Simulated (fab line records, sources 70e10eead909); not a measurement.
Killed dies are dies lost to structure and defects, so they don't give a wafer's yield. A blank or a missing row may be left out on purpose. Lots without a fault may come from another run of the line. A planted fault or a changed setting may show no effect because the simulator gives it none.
One fault seen from 2 desks | flow nand_harc | each desk has only its own numbers; what lay behind them comes last

THE DEFECT DESK
What the inspections along the route counted, lot by lot: means of the sampled wafers that have a number. A lot is out of limits, marked OUT, if its mean lies more than 4 standard deviations from the usual mean; the brackets give that distance.
Columns: A = raw_defect_count at NHARC_A_BONDPAD_INSPECT_23, usual 435
lot  | first seen here | A
L571 | day 18 15:20    | 393
L570 | day 18 18:55    | 429
L569 | day 19 02:49    | 369
L572 | day 19 02:59    | 354
L575 | day 19 10:37    | 361
L577 | day 20 01:41    | 348
L579 | day 20 05:47    | 512
L576 | day 20 07:25    | 352
L582 | day 21 12:52    | 568
L581 | day 21 20:24    | 354
L583 | day 22 03:07    | 628
This desk's finding: nothing out of limits on any of the 11 lots.

THE TOOL OWNER'S DESK: furnace-06
The tool's own readings at NHARC_THIN_TSV_ANNEAL_58 (time 1800 s): means of the sampled wafers that have a number, for each lot that ran on this tool. A lot is out of limits, marked OUT, if its mean lies more than 4 standard deviations from the usual mean; the brackets give that distance. Of its 8 readings 7 are shown: the one that was out of limits first, and those that lie furthest out on some lot.
Columns: A = spike_tc_bottom_C at NHARC_THIN_TSV_ANNEAL_58, usual 424.3 C; B = spike_tc_centre_C at NHARC_THIN_TSV_ANNEAL_58, usual 400.8 C; C = spike_tc_lower_C at NHARC_THIN_TSV_ANNEAL_58, usual 400.9 C; D = spike_tc_top_C at NHARC_THIN_TSV_ANNEAL_58, usual 429.9 C; E = spike_tc_upper_C at NHARC_THIN_TSV_ANNEAL_58, usual 399.8 C; F = zone_power_centre_pct at NHARC_THIN_TSV_ANNEAL_58, usual 4.69 %; G = zone_power_lower_pct at NHARC_THIN_TSV_ANNEAL_58, usual 4.57 %
lot  | first seen here | A               | B               | C               | D               | E               | F    | G
L569 | day 20 03:16    | 423.8           | 400.5           | 401.5           | 431.6           | 400.0           | 4.85 | 4.46
L572 | day 20 03:16    | 422.6           | 399.1           | 401.2           | 430.5           | 400.6           | 4.81 | 4.50
L576 | day 21 08:17    | 423.5           | 398.8           | 400.7           | 431.8           | 400.8           | 4.78 | 4.52
L581 | day 22 22:41    | 447.2 (+14) OUT | 423.8 (+16) OUT | 425.8 (+26) OUT | 454.3 (+13) OUT | 424.5 (+19) OUT | 5.25 | 4.92
L583 | day 22 22:41    | 446.8 (+14) OUT | 424.3 (+17) OUT | 425.1 (+25) OUT | 453.8 (+13) OUT | 425.8 (+20) OUT | 5.24 | 5.01 (+4.4) OUT
This desk's finding: out of limits on L581, L583; first on L581, day 22 22:41 (spike_tc_bottom_C at NHARC_THIN_TSV_ANNEAL_58). In limits: L569, L572, L576.

PUT TOGETHER
The tool owner's desk could have raised an alarm at day 22 22:41, on L581, L583.
The defect desk saw nothing out of limits.
The defect desk has L581, L583 on record, within its limits.
Of the lots named, all ran NHARC_THIN_TSV_ANNEAL_58 on furnace-06.

WHAT THE SIMULATOR HAD PUT IN
Process parameter drift: furnace-06, from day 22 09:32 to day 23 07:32, at NHARC_THIN_TSV_ANNEAL_58. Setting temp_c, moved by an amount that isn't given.
Lots struck among those shown: L581, L583.
Hours from the fault's start to each desk's first reading out of limits: the tool owner's desk, 13.
